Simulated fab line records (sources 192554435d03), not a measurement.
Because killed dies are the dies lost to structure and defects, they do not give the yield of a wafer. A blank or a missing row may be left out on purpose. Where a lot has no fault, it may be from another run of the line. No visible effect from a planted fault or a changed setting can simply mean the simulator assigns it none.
Matching of chambers | flow n5 finfet | N5_BEOL_M14_ETCH_59 on rie diel-03: 4 sister chambers
The step etches BARC in N2/H2, target depth 89 nm, overetch 26.7 nm, time 67.9 s. 8 wafers are shown with their chamber, then 8 later ones without.

WAFERS PAIRED WITH THEIR CHAMBERS
wafer  | chamber | drypump motor current A (A) | showerhead plenum p Torr (Torr)
L075.3 | 2       | 5.9                         | 2.61
L083.4 | 2       | 6.0                         | 2.60
L085.5 | 1       | 6.6                         | 2.47
L085.6 | 0       | 5.3                         | 2.49
L090.3 | 3       | 5.5                         | 2.47
L090.5 | 0       | 5.4                         | 2.49
L090.6 | 3       | 5.5                         | 2.47
L092.2 | 1       | 6.6                         | 2.46

WAFERS MISSING THEIR CHAMBER
wafer  | drypump motor current A (A) | showerhead plenum p Torr (Torr)
L092.4 | 5.4                         | 2.49
L092.6 | 5.4                         | 2.49
L094.1 | 6.5                         | 2.45
L094.2 | 6.0                         | 2.59
L094.6 | 5.5                         | 2.47
L097.1 | 5.5                         | 2.47
L097.2 | 6.6                         | 2.45
L097.3 | 6.0                         | 2.59

WHICH CHAMBER EACH ONE RAN IN
wafer  | from the rows above | in truth
L092.4 | 0                   | 0
L092.6 | 0                   | 0
L094.1 | 1                   | 1
L094.2 | 2                   | 2
L094.6 | 3                   | 3
L097.1 | 3                   | 3
L097.2 | 1                   | 1
L097.3 | 2                   | 2
Correctly placed: 8 of 8. From these rows, 0 cannot be placed. Number placed wrongly: 0.
How it was worked out, from the rows above alone: a wafer's distance from a chamber is the root of the sum, over the readings, of the square of ((its reading less the chamber's mean) divided by the reading's scatter). If the next closest chamber is less than 2 further off than the closest, the wafer can't be placed; otherwise it belongs to the closest. The mean given for a chamber averages the wafers shown for that chamber. The scatter: the root of (the sum of the squares of (reading less its chamber's mean) over the shown wafers, divided by (wafers less chambers)).
